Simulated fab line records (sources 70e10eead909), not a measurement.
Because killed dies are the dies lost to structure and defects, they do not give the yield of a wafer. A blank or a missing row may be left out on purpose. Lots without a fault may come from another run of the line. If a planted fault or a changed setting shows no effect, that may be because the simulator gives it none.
fab line records + flow nand-harc
[record]
- lots = 12
- wafers = 36
- last-day = 33
route steps=1302 shown A_CHANNEL_HOLE_D1@469 A_CHANNEL_FILL_D1@496
lots that met no fault: taken from a fault-free run of the same line
start-h: start of the lot's first displayed wafer, in hours after the record's first day + wait-h: hours since the lot's step before + " repeats the value in the row above + L1.1+2: a single row standing in for several wafers + - either no value or no given start + * or withheld: withheld + < > ~ a bound
route shown NAME@n: a module of which the file shows steps, and the number in the route of the first + usual: average and standard deviation across the fault-free wafers + same: alike in all rows + chamber/n: place in a boat + sites: the reading at each site + _std_site: standard deviation across them + _edge_site: inner sites' mean taken away from outer sites' mean + radius-mm: how far each site lies from the wafer's centre + mask NAME#n: copy n + behind: tool/chamber where the wafer was last shaped + hold: the reason the lot was held/the length of the hold in hours/how it ended + device: transistor that didn't switch, given as n, p or np + end of line: at the end of the route, the tests of the same wafers + for a step that has no rows: nothing shown but its recipe + killed: dies that structure and defects cost at the first sort, which is not the same as the wafer's yield + map: dies across one wafer; x = killed, . = not, _ = none there
set.NAME: the setting the step ran with; set.NAME@STEP: the setting that earlier step ran with + model.NAME: the simulator's own value behind a step, which no gauge read
the route's steps for a sample of lots (tables are steps, rows are wafers)
services: from which hour (start-h, from the record's first day; less than 0 if before it) a tool's chamber was out of use, for how many hours, and why
[[steps]]
[step NHARC_A_CHANNEL_HOLE_D1_ETCH_16]
[recipe]
- target-depth-a = 31000
- over-etch-frac = 0.3
- time-s = 806
- ion-energy-ev = 150
- o2-flow-sccm = 400
- cos-flow-sccm = 20
- ar-flow-sccm = 0
- rf-w = 500
- bias-w = 300
- chemistry = O2/COS
[usual]
- drypump-motor-current-A = 5.5/0.53
- oes-product-au = 1.003/0.01
- rf-vpp-V = 314.6/2.1
- showerhead-plenum-p-Torr = 3.16/0.13
- throttle-valve-pct = 28.330/0.0095
| lot.wafer | tool        | chamber | start-h | wait-h | drypump-motor-current-A | oes-product-au | rf-hours-counter-h | rf-vpp-V | showerhead-plenum-p-Torr | throttle-valve-pct |
|-----------|-------------|---------|---------|--------|-------------------------|----------------|--------------------|----------|--------------------------|--------------------|
| L304.2    | rie-diel-05 | 2       | -       | -      | 6.4                     | 1.012          | 11                 | 315.4    | 3.33                     | 28.338             |
| L304.1    | "           | 1       | "       | "      | 5.5                     | 1.018          | 10                 | 316.0    | 3.25                     | 28.324             |
| L304.5    | "           | 2       | "       | "      | 6.4                     | 1.015          | -                  | 316.2    | 3.33                     | 28.328             |
| L305.1    | rie-diel-05 | 2       | -       | -      | 6.4                     | 1.023          | 13                 | 316.6    | 3.33                     | 28.329             |
| L305.3    | "           | 3       | "       | "      | 5.0                     | 1.007          | 12                 | 315.7    | 3.19                     | 28.335             |
| L305.6    | "           | 1       | "       | "      | 5.5                     | 1.022          | -                  | 316.6    | 3.24                     | 28.333             |
| L306.4    | rie-diel-05 | 1       | -       | -      | 5.5                     | 1.022          | 12                 | 315.4    | 3.24                     | 28.317             |
| L306.2    | "           | 3       | "       | "      | 5.0                     | 0.994          | 13                 | 315.9    | 3.19                     | 28.331             |
| L306.5    | "           | 2       | "       | "      | 6.4                     | 1.017          | -                  | 317.7    | 3.33                     | 28.316             |
| L307.3    | rie-diel-05 | 1       | -       | -      | 5.5                     | 1.016          | 13                 | 317.1    | 3.24                     | 28.313             |
| L307.1    | "           | 2       | "       | "      | 6.4                     | 1.020          | 14                 | 317.6    | 3.33                     | 28.326             |
| L307.5    | "           | 1       | "       | "      | 5.5                     | 1.030          | -                  | 314.9    | 3.24                     | 28.314             |
| L310.1    | rie-diel-08 | 0       | -       | -      | 5.9                     | 0.985          | 10                 | 317.6    | 3.28                     | 28.335             |
| L310.3    | "           | 1       | "       | "      | 5.9                     | 1.013          | 12                 | 314.5    | 3.25                     | 28.325             |
| L310.5    | "           | 3       | "       | "      | 6.3                     | 0.995          | -                  | 310.4    | 2.95                     | 28.343             |
| L311.3    | rie-diel-05 | 2       | -       | -      | 6.4                     | 1.010          | 1                  | 317.1    | 3.33                     | 28.324             |
| L311.4    | "           | 3       | "       | "      | 5.0                     | 1.000          | 1                  | 316.0    | 3.19                     | 28.341             |
| L311.6    | "           | 2       | "       | "      | 6.4                     | 1.011          | -                  | 317.3    | 3.33                     | 28.332             |
| L312.2    | rie-diel-10 | 3       | -       | -      | 5.5                     | 1.009          | 7                  | 311.7    | 2.91                     | 28.333             |
| L312.4    | "           | 0       | "       | "      | 5.2                     | 1.001          | 8                  | 312.5    | 3.07                     | 28.335             |
| L312.6    | "           | 2       | "       | "      | 5.1                     | 1.011          | -                  | 313.8    | 3.15                     | 28.333             |
| L315.1    | rie-diel-08 | 1       | -       | -      | 5.9                     | 0.998          | 32                 | 315.1    | 3.24                     | 28.338             |
| L315.2    | "           | 0       | "       | "      | 5.9                     | 0.994          | 31                 | 316.2    | 3.27                     | 28.335             |
| L315.6    | "           | 2       | "       | "      | 5.8                     | 1.017          | -                  | 316.9    | 3.25                     | 28.342             |
| L317.1    | rie-diel-10 | 0       | -       | -      | 5.3                     | 0.990          | 18                 | 314.0    | 3.07                     | 28.337             |
| L317.4    | "           | 1       | "       | "      | 6.0                     | 1.003          | 18                 | 311.0    | 2.95                     | 28.331             |
| L317.6    | "           | 0       | "       | "      | 5.3                     | 0.989          | -                  | 311.6    | 3.07                     | 28.331             |
| L324.4    | rie-diel-05 | 3       | -       | -      | 5.0                     | 1.001          | 11                 | 314.1    | 3.18                     | 28.317             |
| L324.2    | "           | 0       | "       | "      | 5.0                     | 0.987          | 11                 | 313.3    | 3.03                     | 28.334             |
| L324.5    | "           | 1       | "       | "      | 5.4                     | 1.015          | -                  | 315.8    | 3.24                     | 28.338             |
| L325.4    | rie-diel-05 | 3       | -       | -      | 5.0                     | 0.998          | 12                 | 315.5    | 3.18                     | 28.326             |
| L325.3    | "           | 0       | "       | "      | 5.0                     | 0.984          | 12                 | 313.6    | 3.03                     | 28.337             |
| L325.6    | "           | 2       | "       | "      | 6.4                     | 0.995          | -                  | 318.0    | 3.32                     | 28.313             |
| L326.1    | rie-diel-10 | 1       | -       | -      | 6.0                     | 0.993          | 50                 | 311.7    | 2.94                     | 28.334             |
| L326.3    | "           | 0       | "       | "      | 5.2                     | 1.002          | 52                 | 312.7    | 3.05                     | 28.332             |
| L326.6    | "           | 2       | "       | "      | 5.1                     | 1.004          | -                  | 314.1    | 3.13                     | 28.323             |
[step NHARC_A_CHANNEL_HOLE_D1_ETCH_19]
[recipe]
- bias-v = 1200
- source-w = 2500
- pressure-mtorr = 15
- time-s = 34.5
- ar-flow-sccm = 375
- c4f8-flow-sccm = 28.8
- o2-flow-sccm = 96.2
- temp-c = -20
- target-depth-a = *
- chemistry = C4F8/O2/Ar
[usual]
- drypump-motor-current-A = 5.7/0.43
- showerhead-plenum-p-Torr = 3.76/0.034
- throttle-valve-pct = 37.038/0.0096
| lot.wafer | tool        | chamber | start-h | wait-h | drypump-motor-current-A | rf-hours-counter-h | showerhead-plenum-p-Torr | throttle-valve-pct |
|-----------|-------------|---------|---------|--------|-------------------------|--------------------|--------------------------|--------------------|
| L304.1    | har-etch-02 | 1       | 178.01  | 3.1    | 5.4                     | 275                | 3.82                     | 37.046             |
| L304.2    | "           | 1       | "       | "      | 5.4                     | -                  | 3.82                     | 37.052             |
| L304.5    | "           | 1       | "       | "      | 5.4                     | -                  | 3.82                     | 37.026             |
| L305.1    | har-etch-02 | 1       | 201.26  | 0.4    | 5.4                     | 290                | 3.82                     | 37.053             |
| L305.3    | "           | 0       | "       | "      | 6.5                     | -                  | 3.81                     | 37.034             |
| L305.6    | "           | 1       | "       | "      | 5.4                     | -                  | 3.82                     | 37.039             |
| L306.2    | har-etch-02 | 1       | 205.41  | 1.2    | 5.4                     | 294                | 3.81                     | 37.030             |
| L306.4    | "           | 1       | "       | "      | 5.4                     | -                  | 3.81                     | 37.026             |
| L306.5    | "           | 1       | "       | "      | 5.4                     | -                  | 3.81                     | 37.031             |
| L307.1    | har-etch-01 | 0       | 208.88  | 0.1    | 5.4                     | 111                | 3.76                     | 37.029             |
| L307.3    | "           | 0       | "       | "      | 5.4                     | -                  | 3.77                     | 37.027             |
| L307.5    | "           | 0       | "       | "      | 5.4                     | -                  | 3.77                     | 37.039             |
| L310.1    | har-etch-01 | 1       | 243.29  | 1.9    | 5.6                     | 130                | 3.75                     | 37.042             |
| L310.3    | "           | 0       | "       | "      | 5.4                     | -                  | 3.75                     | 37.046             |
| L310.5    | "           | 0       | "       | "      | 5.4                     | -                  | 3.75                     | 37.021             |
| L311.4    | har-etch-01 | 1       | 260.64  | 0.1    | 5.7                     | -                  | 3.75                     | 37.046             |
| L311.3    | "           | 0       | "       | "      | 5.4                     | -                  | 3.75                     | 37.028             |
| L311.6    | "           | 1       | "       | "      | 5.7                     | -                  | 3.75                     | 37.033             |
| L312.2    | har-etch-01 | 1       | 274.38  | 0.1    | 5.7                     | 141                | 3.75                     | 37.054             |
| L312.4    | "           | 0       | "       | "      | 5.4                     | -                  | 3.75                     | 37.036             |
| L312.6    | "           | 0       | "       | "      | 5.5                     | -                  | 3.75                     | 37.026             |
| L315.2    | har-etch-02 | 0       | 298.97  | 4.4    | 6.5                     | 355                | 3.78                     | 37.031             |
| L315.1    | "           | 1       | "       | "      | 5.4                     | 347                | 3.78                     | 37.055             |
| L315.6    | "           | 0       | "       | "      | 6.5                     | -                  | 3.78                     | 37.040             |
| L317.1    | har-etch-01 | 1       | 306.00  | 0.1    | 5.7                     | 164                | 3.74                     | 37.039             |
| L317.4    | "           | 0       | "       | "      | 5.4                     | -                  | 3.73                     | 37.041             |
| L317.6    | "           | 0       | "       | "      | 5.4                     | -                  | 3.73                     | 37.035             |
| L324.2    | har-etch-01 | 1       | 380.64  | 0.1    | 5.7                     | 210                | 3.71                     | 37.017             |
| L324.4    | "           | 1       | "       | "      | 5.7                     | -                  | 3.71                     | 37.033             |
| L324.5    | "           | 0       | "       | "      | 5.5                     | -                  | 3.71                     | 37.064             |
| L325.4    | har-etch-02 | 1       | 394.36  | 0.1    | 5.4                     | -                  | 3.76                     | 37.047             |
| L325.3    | "           | 0       | "       | "      | 6.5                     | -                  | 3.75                     | 37.044             |
| L325.6    | "           | 0       | "       | "      | 6.6                     | -                  | 3.75                     | 37.029             |
| L326.1    | har-etch-01 | 1       | 410.08  | 2.5    | 5.7                     | 225                | 3.70                     | 37.036             |
| L326.3    | "           | 1       | "       | "      | 5.7                     | -                  | 3.70                     | 37.031             |
| L326.6    | "           | 0       | "       | "      | 5.4                     | -                  | 3.70                     | 37.047             |
[step NHARC_A_CHANNEL_FILL_D1_ALD_16]
[recipe]
- target-thk-a = 15
- pulse-time-s = 10
- ald-cycles = 15
- temp-c = 300
- material = SiO2
[usual]
- ald-cycles = 15/0
- heater-power-w = 468/44
- precursor-pulse-height-rel = 1.002/0.019
| lot.wafer | tool      | chamber | start-h | wait-h | ald-cycles | heater-power-w | precursor-pulse-height-rel |
|-----------|-----------|---------|---------|--------|------------|----------------|----------------------------|
| L304.1    | ald-hk-02 | 0       | 200.25  | 0.1    | 15         | 408            | 0.976                      |
| L304.2    | "         | 1       | "       | "      | 15         | 408            | 1.015                      |
| L304.5    | "         | 3       | "       | "      | 15         | 438            | 0.978                      |
| L305.3    | ald-hk-02 | 1       | 219.72  | 0.0    | 15         | 411            | 1.031                      |
| L305.1    | "         | 0       | "       | "      | 15         | 416            | 1.009                      |
| L305.6    | "         | 2       | "       | "      | 15         | 513            | 1.030                      |
| L306.2    | ald-hk-01 | 2       | 223.68  | 0.2    | 15         | 524            | 1.004                      |
| L306.4    | "         | 1       | "       | "      | 15         | 456            | 0.995                      |
| L306.5    | "         | 2       | "       | "      | 15         | 527            | 1.007                      |
| L307.3    | ald-hk-01 | 1       | 227.07  | 0.0    | 15         | 472            | 0.983                      |
| L307.1    | "         | 3       | "       | "      | 15         | 434            | 1.005                      |
| L307.5    | "         | 2       | "       | "      | 15         | 521            | 1.008                      |
| L310.1    | ald-hk-01 | 3       | 259.43  | 0.0    | 15         | 444            | 1.038                      |
| L310.3    | "         | 0       | "       | "      | 15         | 546            | 1.019                      |
| L310.5    | "         | 3       | "       | "      | 15         | 451            | 0.990                      |
| L311.3    | ald-hk-02 | 1       | 279.02  | 0.0    | 15         | 407            | 0.983                      |
| L311.4    | "         | 3       | "       | "      | 15         | 440            | 0.969                      |
| L311.6    | "         | 1       | "       | "      | 15         | 411            | 0.998                      |
| L312.2    | ald-hk-02 | 2       | 293.09  | 0.0    | 15         | 523            | 0.959                      |
| L312.4    | "         | 0       | "       | "      | 15         | 423            | 0.965                      |
| L312.6    | "         | 2       | "       | "      | 15         | 512            | 1.000                      |
| L315.2    | ald-hk-02 | 3       | 314.74  | 0.1    | 14         | 451            | 0.994                      |
| L315.1    | "         | 0       | "       | "      | 14         | 425            | 1.023                      |
| L315.6    | "         | 2       | "       | "      | 14         | 513            | 1.003                      |
| L317.1    | ald-hk-02 | 1       | 324.32  | 0.0    | 14         | 413            | 0.992                      |
| L317.4    | "         | 2       | "       | "      | 14         | 517            | 0.989                      |
| L317.6    | "         | 2       | "       | "      | 14         | 504            | 0.991                      |
| L324.2    | ald-hk-02 | 1       | 401.54  | 0.9    | 15         | 426            | 0.993                      |
| L324.4    | "         | 2       | "       | "      | 15         | 496            | 1.025                      |
| L324.5    | "         | 1       | "       | "      | 15         | 436            | 1.041                      |
| L325.4    | ald-hk-02 | 0       | 413.75  | 0.0    | 15         | 420            | 1.007                      |
| L325.3    | "         | 3       | "       | "      | 15         | 446            | 0.992                      |
| L325.6    | "         | 1       | "       | "      | 15         | 436            | 1.022                      |
| L326.3    | ald-hk-02 | 1       | 428.33  | 0.1    | 15         | 438            | 1.018                      |
| L326.1    | "         | 3       | "       | "      | 15         | 456            | 1.004                      |
| L326.6    | "         | 1       | "       | "      | 15         | 442            | 1.003                      |
[step NHARC_A_CHANNEL_FILL_D1_STRIP_28]
[recipe]
- time-s = 20
- o2-flow-sccm = 500
- ar-flow-sccm = 0
- bias-w = 0
- chemistry = O2
[usual]
- drypump-motor-current-A = 5.9/0.33
- oes-product-au = 0.999/0.012
- rf-vpp-V = 57.9/0.87
- showerhead-plenum-p-Torr = 3.60/0.1
- throttle-valve-pct = 17.037/0.0084
| lot.wafer | tool        | chamber | start-h | wait-h | drypump-motor-current-A | oes-product-au | rf-hours-counter-h | rf-vpp-V | showerhead-plenum-p-Torr | throttle-valve-pct |
|-----------|-------------|---------|---------|--------|-------------------------|----------------|--------------------|----------|--------------------------|--------------------|
| L304.2    | rie-diel-13 | 3       | 213.47  | 0.1    | 5.6                     | 0.986          | 2.0                | 59.8     | 3.58                     | 17.030             |
| L304.1    | "           | 0       | "       | "      | 6.2                     | 0.980          | 1.9                | 57.4     | 3.58                     | 17.029             |
| L304.5    | "           | 3       | "       | "      | 5.6                     | 0.991          | -                  | 57.6     | 3.58                     | 17.037             |
| L305.3    | rie-diel-13 | 1       | 232.46  | 0.1    | 6.0                     | 1.000          | 3.0                | 58.3     | 3.41                     | 17.033             |
| L305.1    | "           | 2       | "       | "      | 6.2                     | 0.995          | 3.1                | 56.2     | 3.75                     | 17.042             |
| L305.6    | "           | 3       | "       | "      | 5.6                     | 0.987          | -                  | 58.8     | 3.58                     | 17.036             |
| L306.4    | rie-diel-13 | 3       | 235.82  | 0.1    | 5.7                     | 0.993          | 2.7                | 57.0     | 3.58                     | 17.035             |
| L306.2    | "           | 1       | "       | "      | 6.0                     | 0.998          | 3.0                | 57.0     | 3.41                     | 17.023             |
| L306.5    | "           | 2       | "       | "      | 6.2                     | 0.980          | -                  | 57.7     | 3.75                     | 17.040             |
| L307.1    | rie-diel-09 | 0       | 240.42  | 0.1    | 6.3                     | 1.001          | 5.1                | 58.0     | 3.52                     | 17.027             |
| L307.3    | "           | 2       | "       | "      | 6.3                     | 0.996          | 4.5                | 59.1     | 3.70                     | 17.030             |
| L307.5    | "           | 0       | "       | "      | 6.4                     | 0.992          | -                  | 58.7     | 3.52                     | 17.038             |
| L310.3    | rie-diel-09 | 2       | 272.15  | 0.1    | 6.3                     | 1.000          | 6.4                | 58.6     | 3.70                     | 17.049             |
| L310.1    | "           | 0       | "       | "      | 6.4                     | 0.991          | 7.3                | 57.9     | 3.52                     | 17.039             |
| L310.5    | "           | 2       | "       | "      | 6.3                     | 0.993          | -                  | 59.0     | 3.70                     | 17.030             |
| L311.3    | rie-diel-13 | 1       | 291.03  | 0.1    | 6.0                     | 1.005          | 5.6                | 57.2     | 3.41                     | 17.039             |
| L311.4    | "           | 2       | "       | "      | 6.2                     | 0.979          | 5.7                | 57.3     | 3.74                     | 17.045             |
| L311.6    | "           | 2       | "       | "      | 6.1                     | 0.978          | -                  | 57.8     | 3.74                     | 17.034             |
| L312.2    | rie-diel-09 | 3       | 309.52  | 0.1    | 5.5                     | 0.993          | 9.3                | 57.3     | 3.69                     | 17.038             |
| L312.4    | "           | 1       | "       | "      | 5.5                     | 1.003          | 9.3                | 56.9     | 3.56                     | 17.028             |
| L312.6    | "           | 0       | "       | "      | 6.3                     | 1.006          | -                  | 59.1     | 3.52                     | 17.047             |
| L315.2    | rie-diel-13 | 3       | 329.19  | 0.1    | 5.6                     | 0.987          | 8.5                | 58.1     | 3.57                     | 17.034             |
| L315.1    | "           | 1       | "       | "      | 6.0                     | 0.999          | 9.3                | 58.0     | 3.41                     | 17.040             |
| L315.6    | "           | 3       | "       | "      | 5.6                     | 0.984          | -                  | 56.6     | 3.57                     | 17.039             |
| L317.1    | rie-diel-04 | 0       | 338.43  | 0.1    | 6.1                     | 0.995          | 9.7                | 58.8     | 3.73                     | 17.027             |
| L317.4    | "           | 2       | "       | "      | 5.4                     | 1.007          | -                  | 58.3     | 3.61                     | 17.044             |
| L317.6    | "           | 3       | "       | "      | 5.8                     | 1.008          | -                  | 58.5     | 3.50                     | 17.028             |
| L324.4    | rie-diel-09 | 2       | 414.17  | 0.1    | 6.3                     | 1.008          | 6.6                | 58.7     | 3.70                     | 17.039             |
| L324.2    | "           | 1       | "       | "      | 5.6                     | 1.032          | 6.6                | 58.4     | 3.55                     | 17.044             |
| L324.5    | "           | 3       | "       | "      | 5.5                     | 0.995          | -                  | 57.9     | 3.68                     | 17.032             |
| L325.4    | rie-diel-13 | 2       | 427.53  | 0.1    | 6.2                     | 1.025          | 2.5                | 58.0     | 3.74                     | 17.029             |
| L325.3    | "           | 3       | "       | "      | 5.6                     | 1.001          | 2.4                | 56.5     | 3.57                     | 17.029             |
| L325.6    | "           | 1       | "       | "      | 6.0                     | 0.996          | -                  | 57.0     | 3.41                     | 17.022             |
| L326.3    | rie-diel-04 | 1       | 440.46  | 0.1    | 5.6                     | 1.003          | 2.7                | 58.3     | 3.65                     | 17.033             |
| L326.1    | "           | 0       | "       | "      | 6.2                     | 1.002          | 2.8                | 56.9     | 3.73                     | 17.031             |
| L326.6    | "           | 1       | "       | "      | 5.6                     | 1.005          | -                  | 58.0     | 3.64                     | 17.034             |
[[services]]
| tool        | chamber | start-h | hours | kind   |
|-------------|---------|---------|-------|--------|
| har-etch-01 | -       | 152.28  | 2.9   | repair |
| rie-diel-09 | -       | 158.59  | 0.2   | repair |
| har-etch-02 | -       | 159.41  | 0.7   | repair |
| rie-diel-13 | -       | 165.00  | 9.0   | pm     |
| ald-hk-02   | -       | 173.53  | 10.0  | pm     |
| ald-hk-01   | -       | 196.63  | 3.6   | repair |
| rie-diel-13 | -       | 214.80  | 0.6   | repair |
| rie-diel-09 | 2       | 224.57  | 11.0  | repair |
| rie-diel-05 | -       | 229.60  | 9.0   | pm     |
| rie-diel-09 | 1       | 254.00  | 2.1   | repair |
| rie-diel-09 | 2       | 254.46  | 2.9   | repair |
| rie-diel-09 | 0       | 297.54  | 1.7   | repair |
| rie-diel-05 | 2       | 318.10  | 5.7   | repair |
| rie-diel-09 | -       | 320.10  | 9.0   | pm     |
| rie-diel-13 | -       | 342.00  | 9.0   | pm     |
| rie-diel-05 | 0       | 371.15  | 8.2   | repair |
| ald-hk-02   | -       | 372.83  | 0.7   | repair |
| har-etch-02 | -       | 377.00  | 17.0  | pm     |
| rie-diel-09 | 0       | 394.10  | 18.2  | repair |
| rie-diel-09 | -       | 398.71  | 0.5   | repair |
| rie-diel-05 | -       | 406.60  | 9.0   | pm     |
| rie-diel-05 | 0       | 426.03  | 7.1   | repair |
| rie-diel-13 | 0       | 439.18  | 2.9   | repair |
| rie-diel-05 | 1       | 440.37  | 7.9   | repair |
[[key]]
[first-sign]
- step = NHARC_A_CHANNEL_FILL_D1_ALD_16
- reading = ald-cycles
- direction = down
- sigmas = 99+
- usual = 15
- struck = 14
effect none on later readings
met-at NHARC_A_CHANNEL_FILL_D1_ALD_16
struck-lots L315,L317
tester-left-out L315,L317
not-acting-at NHARC_A_CHANNEL_HOLE_D1_ETCH_16,NHARC_A_CHANNEL_HOLE_D1_ETCH_19,NHARC_A_CHANNEL_FILL_D1_STRIP_28
onset-between 293.09 314.74
[fault]
- kind = process-parameter-drift
- tool = ald-hk-02
- chamber = -
- onset-h = 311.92
- steps = NHARC_A_CHANNEL_FILL_D1_ALD_16
- channel = ald-cycles
- offset = -1
- shape = step
- end-h = 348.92
- acts-in = these-recipes-only
- stated = 15
// tester-left-out: of these lots the tester's yield and bins aren't shown, on N5 and GAA mostly nor the transistor test; their killed dies are dies lost to structure and defects alone, not to doping, threshold or leakage, so they don't give the yield
